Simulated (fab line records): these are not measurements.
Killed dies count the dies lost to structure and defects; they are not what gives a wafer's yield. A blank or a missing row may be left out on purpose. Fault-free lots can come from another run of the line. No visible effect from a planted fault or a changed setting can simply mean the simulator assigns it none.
Chamber matching ; flow n5-finfet ; rie-diel-06 running N5_DUMMY_GATE_HM_OPEN_21: 4 sister chambers
The step chemistry CH3F/O2, target SiNx, target depth 120 nm, time 171.4 s. 4 wafers are shown with their chamber, then 9 later ones without.

WAFERS, EACH WITH ITS CHAMBER
wafer;chamber;throttle-valve-pct (%)
L085.1;1;16.44
L086.2;3;16.79
L086.4;0;16.16
L086.5;2;16.52

WAFERS MISSING THEIR CHAMBER
wafer;throttle-valve-pct (%)
L088.2;16.15
L088.3;16.80
L088.6;16.80
L091.2;16.55
L091.5;16.79
L091.6;16.53
L094.1;16.18
L094.3;16.56
L094.4;16.82

EACH ONE'S CHAMBER
wafer;from the rows above;in truth
L088.2;0;0
L088.3;3;3
L088.6;3;3
L091.2;2;2
L091.5;3;3
L091.6;2;2
L094.1;0;0
L094.3;2;2
L094.4;3;3
Placed correctly: 9 of 9. Not placeable from these rows: 0. Placed wrongly: 0.
How it was worked out, from the rows above alone: a wafer's distance from a chamber is the root of the sum, over the readings, of the square of ((its reading less the chamber's mean) divided by the reading's scatter). The wafer belongs to the nearest chamber; if the next one is less than 2 further off, it can't be placed. The mean given for a chamber averages the wafers shown for that chamber. The scatter (one wafer shown for each chamber): square how far every hidden wafer sits from the nearest shown wafer, average those squares and take the square root.
